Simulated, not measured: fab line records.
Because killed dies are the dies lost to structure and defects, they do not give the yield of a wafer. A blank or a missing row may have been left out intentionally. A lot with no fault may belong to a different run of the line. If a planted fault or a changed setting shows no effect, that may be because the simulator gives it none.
Matching of chambers || flow n5_finfet || rie_diel-04 running N5_BEOL_M6_STRIP_36: 4 sister chambers
The step strips in N2/H2. 24 wafers are shown with their chamber, then 12 later ones without.

== WAFERS PAIRED WITH THEIR CHAMBERS ==
{"wafer": "L074.1", "chamber": 3, "showerhead_plenum_p_Torr (Torr)": 2.46, "throttle_valve_pct (%)": 23.58, "drypump_motor_current_A (A)": 5.2}
{"wafer": "L074.3", "chamber": 0, "showerhead_plenum_p_Torr (Torr)": 2.45, "throttle_valve_pct (%)": 23.46, "drypump_motor_current_A (A)": 6.0}
{"wafer": "L074.4", "chamber": 2, "showerhead_plenum_p_Torr (Torr)": 2.53, "throttle_valve_pct (%)": 23.36, "drypump_motor_current_A (A)": 6.0}
{"wafer": "L076.4", "chamber": 0, "showerhead_plenum_p_Torr (Torr)": 2.44, "throttle_valve_pct (%)": 23.50, "drypump_motor_current_A (A)": 6.0}
{"wafer": "L076.5", "chamber": 2, "showerhead_plenum_p_Torr (Torr)": 2.52, "throttle_valve_pct (%)": 23.37, "drypump_motor_current_A (A)": 6.0}
{"wafer": "L076.6", "chamber": 1, "showerhead_plenum_p_Torr (Torr)": 2.62, "throttle_valve_pct (%)": 23.85, "drypump_motor_current_A (A)": 5.8}
{"wafer": "L078.1", "chamber": 0, "showerhead_plenum_p_Torr (Torr)": 2.44, "throttle_valve_pct (%)": 23.46, "drypump_motor_current_A (A)": 5.9}
{"wafer": "L078.2", "chamber": 1, "showerhead_plenum_p_Torr (Torr)": 2.62, "throttle_valve_pct (%)": 23.86, "drypump_motor_current_A (A)": 5.9}
{"wafer": "L078.3", "chamber": 2, "showerhead_plenum_p_Torr (Torr)": 2.52, "throttle_valve_pct (%)": 23.36, "drypump_motor_current_A (A)": 6.0}
{"wafer": "L079.2", "chamber": 2, "showerhead_plenum_p_Torr (Torr)": 2.52, "throttle_valve_pct (%)": 23.38, "drypump_motor_current_A (A)": 6.0}
{"wafer": "L079.4", "chamber": 3, "showerhead_plenum_p_Torr (Torr)": 2.45, "throttle_valve_pct (%)": 23.64, "drypump_motor_current_A (A)": 5.2}
{"wafer": "L079.5", "chamber": 1, "showerhead_plenum_p_Torr (Torr)": 2.61, "throttle_valve_pct (%)": 23.88, "drypump_motor_current_A (A)": 5.8}
{"wafer": "L082.1", "chamber": 3, "showerhead_plenum_p_Torr (Torr)": 2.45, "throttle_valve_pct (%)": 23.64, "drypump_motor_current_A (A)": 5.1}
{"wafer": "L082.3", "chamber": 0, "showerhead_plenum_p_Torr (Torr)": 2.44, "throttle_valve_pct (%)": 23.49, "drypump_motor_current_A (A)": 5.9}
{"wafer": "L082.4", "chamber": 1, "showerhead_plenum_p_Torr (Torr)": 2.61, "throttle_valve_pct (%)": 23.87, "drypump_motor_current_A (A)": 5.8}
{"wafer": "L080.1", "chamber": 1, "showerhead_plenum_p_Torr (Torr)": 2.61, "throttle_valve_pct (%)": 23.85, "drypump_motor_current_A (A)": 5.9}
{"wafer": "L080.4", "chamber": 0, "showerhead_plenum_p_Torr (Torr)": 2.44, "throttle_valve_pct (%)": 23.48, "drypump_motor_current_A (A)": 5.9}
{"wafer": "L080.5", "chamber": 0, "showerhead_plenum_p_Torr (Torr)": 2.44, "throttle_valve_pct (%)": 23.48, "drypump_motor_current_A (A)": 6.0}
{"wafer": "L083.3", "chamber": 2, "showerhead_plenum_p_Torr (Torr)": 2.51, "throttle_valve_pct (%)": 23.36, "drypump_motor_current_A (A)": 6.0}
{"wafer": "L083.5", "chamber": 0, "showerhead_plenum_p_Torr (Torr)": 2.44, "throttle_valve_pct (%)": 23.49, "drypump_motor_current_A (A)": 6.0}
{"wafer": "L083.6", "chamber": 3, "showerhead_plenum_p_Torr (Torr)": 2.45, "throttle_valve_pct (%)": 23.67, "drypump_motor_current_A (A)": 5.2}
{"wafer": "L085.2", "chamber": 0, "showerhead_plenum_p_Torr (Torr)": 2.44, "throttle_valve_pct (%)": 23.50, "drypump_motor_current_A (A)": 6.0}
{"wafer": "L085.4", "chamber": 1, "showerhead_plenum_p_Torr (Torr)": 2.61, "throttle_valve_pct (%)": 23.90, "drypump_motor_current_A (A)": 5.9}
{"wafer": "L085.6", "chamber": 1, "showerhead_plenum_p_Torr (Torr)": 2.61, "throttle_valve_pct (%)": 23.89, "drypump_motor_current_A (A)": 5.9}

SIGNATURES, as means of the wafers listed above
{"reading": "showerhead_plenum_p_Torr", "chamber 0": 2.4413, "chamber 1": 2.6129, "chamber 2": 2.5200, "chamber 3": 2.4525, "scatter within a chamber": 0.00503}
{"reading": "throttle_valve_pct", "chamber 0": 23.4825, "chamber 1": 23.8714, "chamber 2": 23.3660, "chamber 3": 23.6325, "scatter within a chamber": 0.0208}
{"reading": "drypump_motor_current_A", "chamber 0": 5.963, "chamber 1": 5.857, "chamber 2": 6.000, "chamber 3": 5.175, "scatter within a chamber": 0.0466}
Rule: a wafer's distance from a chamber is the root of the sum, over the readings, of the square of ((its reading less the chamber's mean) divided by the reading's scatter). If the next closest chamber is less than 2 further off than the closest, the wafer can't be placed; otherwise it belongs to the closest. The scatter: take each reading less its chamber's mean, square it, sum over the shown wafers, divide by the number of wafers less the number of chambers, and take the root.

== WAFERS WHOSE CHAMBER IS MISSING ==
{"wafer": "L090.2", "showerhead_plenum_p_Torr (Torr)": 2.44, "throttle_valve_pct (%)": 23.70, "drypump_motor_current_A (A)": 5.1}
{"wafer": "L090.3", "showerhead_plenum_p_Torr (Torr)": 2.51, "throttle_valve_pct (%)": 23.40, "drypump_motor_current_A (A)": 6.0}
{"wafer": "L090.5", "showerhead_plenum_p_Torr (Torr)": 2.44, "throttle_valve_pct (%)": 23.48, "drypump_motor_current_A (A)": 5.9}
{"wafer": "L093.2", "showerhead_plenum_p_Torr (Torr)": 2.51, "throttle_valve_pct (%)": 23.39, "drypump_motor_current_A (A)": 6.0}
{"wafer": "L093.5", "showerhead_plenum_p_Torr (Torr)": 2.50, "throttle_valve_pct (%)": 23.39, "drypump_motor_current_A (A)": 6.0}
{"wafer": "L093.6", "showerhead_plenum_p_Torr (Torr)": 2.44, "throttle_valve_pct (%)": 23.68, "drypump_motor_current_A (A)": 5.2}
{"wafer": "L094.2", "showerhead_plenum_p_Torr (Torr)": 2.44, "throttle_valve_pct (%)": 23.65, "drypump_motor_current_A (A)": 5.2}
{"wafer": "L094.4", "showerhead_plenum_p_Torr (Torr)": 2.60, "throttle_valve_pct (%)": 23.91, "drypump_motor_current_A (A)": 5.9}
{"wafer": "L094.5", "showerhead_plenum_p_Torr (Torr)": 2.44, "throttle_valve_pct (%)": 23.64, "drypump_motor_current_A (A)": 5.2}
{"wafer": "L097.1", "showerhead_plenum_p_Torr (Torr)": 2.43, "throttle_valve_pct (%)": 23.51, "drypump_motor_current_A (A)": 6.0}
{"wafer": "L097.3", "showerhead_plenum_p_Torr (Torr)": 2.60, "throttle_valve_pct (%)": 23.93, "drypump_motor_current_A (A)": 5.9}
{"wafer": "L097.4", "showerhead_plenum_p_Torr (Torr)": 2.50, "throttle_valve_pct (%)": 23.39, "drypump_motor_current_A (A)": 6.0}

== THE CHAMBER EACH PASSED THROUGH ==
{"wafer": "L090.2", "from the rows above": 3, "in truth": 3}
{"wafer": "L090.3", "from the rows above": 2, "in truth": 2}
{"wafer": "L090.5", "from the rows above": 0, "in truth": 0}
{"wafer": "L093.2", "from the rows above": 2, "in truth": 2}
{"wafer": "L093.5", "from the rows above": 2, "in truth": 2}
{"wafer": "L093.6", "from the rows above": 3, "in truth": 3}
{"wafer": "L094.2", "from the rows above": 3, "in truth": 3}
{"wafer": "L094.4", "from the rows above": 1, "in truth": 1}
{"wafer": "L094.5", "from the rows above": 3, "in truth": 3}
{"wafer": "L097.1", "from the rows above": 0, "in truth": 0}
{"wafer": "L097.3", "from the rows above": 1, "in truth": 1}
{"wafer": "L097.4", "from the rows above": 2, "in truth": 2}
12 of 12 placed correctly. Left unplaced by these rows: 0. Placed wrongly: 0.
